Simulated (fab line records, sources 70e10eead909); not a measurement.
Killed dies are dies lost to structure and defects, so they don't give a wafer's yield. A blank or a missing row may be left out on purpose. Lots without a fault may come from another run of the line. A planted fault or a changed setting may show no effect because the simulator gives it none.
Which tool did it? | flow nand_harc | 11 lots, 33 wafers sampled, at 3 steps of a route of 1302

WHAT THE GAUGES READ, wafer by wafer
NHARC_A_CHANNEL_HOLE_D2_CD_MEAS_31.
lot  | measured     | on        | cd_nm (nm)
L282 | day 13 02:34 | cd_sem-02 | 89.5 88.6 88.3
L285 | day 14 21:14 | cd_sem-02 | 1.0 3.4 0.6
L286 | day 15 05:37 | cd_sem-01 | 0.0 -1.0 0.0
L287 | day 15 13:33 | cd_sem-03 | 0.0 -1.1 0.1
L291 | day 16 23:11 | cd_sem-03 | 89.8 91.0 91.0
L290 | day 16 23:29 | cd_sem-03 | 88.2 89.6 89.8
L292 | day 17 17:05 | cd_sem-01 | 86.7 88.6 89.4
L293 | day 17 22:55 | cd_sem-03 | 90.4 91.4 89.9
L299 | day 20 08:23 | cd_sem-01 | 92.3 90.7 91.8
L298 | day 20 11:05 | cd_sem-01 | 90.3 88.2 91.3
L305 | day 23 06:41 | cd_sem-02 | 90.3 88.2 90.8

WHICH TOOL RAN EACH LOT (tool, then ch and the chambers of the sampled wafers, then the start)
lot  | NHARC_A_CHANNEL_HOLE_D2_ETCH_38    | NHARC_A_CHANNEL_HOLE_D2_ETCH_25
L282 | rie_diel-05 ch 0,2,3, day 12 19:56 | har_etch-02 ch 0,1, day 12 23:56
L285 | rie_diel-05 ch 0,1,2, day 14 09:01 | har_etch-02 ch 0,1, day 14 18:38
L286 | rie_diel-10 ch 0,3, day 14 21:48   | har_etch-02 ch 0,1, day 15 03:25
L287 | rie_diel-07 ch 1,2,3, day 15 06:55 | har_etch-01 ch 0,1, day 15 11:05
L291 | rie_diel-10 ch 0,1,2, day 16 16:34 | har_etch-02 ch 0,1, day 16 20:50
L290 | rie_diel-05 ch 2,3, day 16 16:43   | har_etch-01 ch 0,1, day 16 21:08
L292 | rie_diel-10 ch 0,3, day 17 04:15   | har_etch-01 ch 0,1, day 17 14:35
L293 | rie_diel-10 ch 0,1,2, day 17 16:21 | har_etch-01 ch 0,1, day 17 20:18
L299 | rie_diel-10 ch 0,1,3, day 20 01:44 | har_etch-01 ch 0,1, day 20 05:44
L298 | rie_diel-05 ch 0,1, day 20 03:01   | har_etch-02 ch 0,1, day 20 08:38
L305 | rie_diel-07 ch 0,1, day 23 00:03   | har_etch-01 ch 1, day 23 04:03
- NHARC_A_CHANNEL_HOLE_D2_ETCH_38: etches the open film in CF4, target depth 39 nm, time 65 s.
- NHARC_A_CHANNEL_HOLE_D2_ETCH_25: etches the open film in C4F8/O2/Ar, time 1040.2 s, target depth 1500 nm.

THE ANSWER, worked out from the rows above alone
Rule: what is usual is taken from the lots themselves. Put in order of their means at a reading, lots are off if they are a third of the lots or fewer, leave a main group of 4 or more, and stand apart from it by a gap of 3 or more times the standard deviation of the main group's means; of several such gaps the widest counts. A main group whose means are all the same, to the digits that the tables above print for the reading, isn't used. A lot without any number at a reading at which 4 lots or more have one is off too. The other lots that the step has rows for count as sound.
Off: L285, L286, L287, at NHARC_A_CHANNEL_HOLE_D2_CD_MEAS_31 (cd_nm). The main group: mean 89.8 nm, standard deviation 1.
A tool fits if, at a process step before that reading, it ran every lot that is off, and no sound lot after the first of them. The gauges at NHARC_A_CHANNEL_HOLE_D2_CD_MEAS_31 are tried like those tools. None of those tried fits.

WHAT THE SIMULATOR HAD PUT IN
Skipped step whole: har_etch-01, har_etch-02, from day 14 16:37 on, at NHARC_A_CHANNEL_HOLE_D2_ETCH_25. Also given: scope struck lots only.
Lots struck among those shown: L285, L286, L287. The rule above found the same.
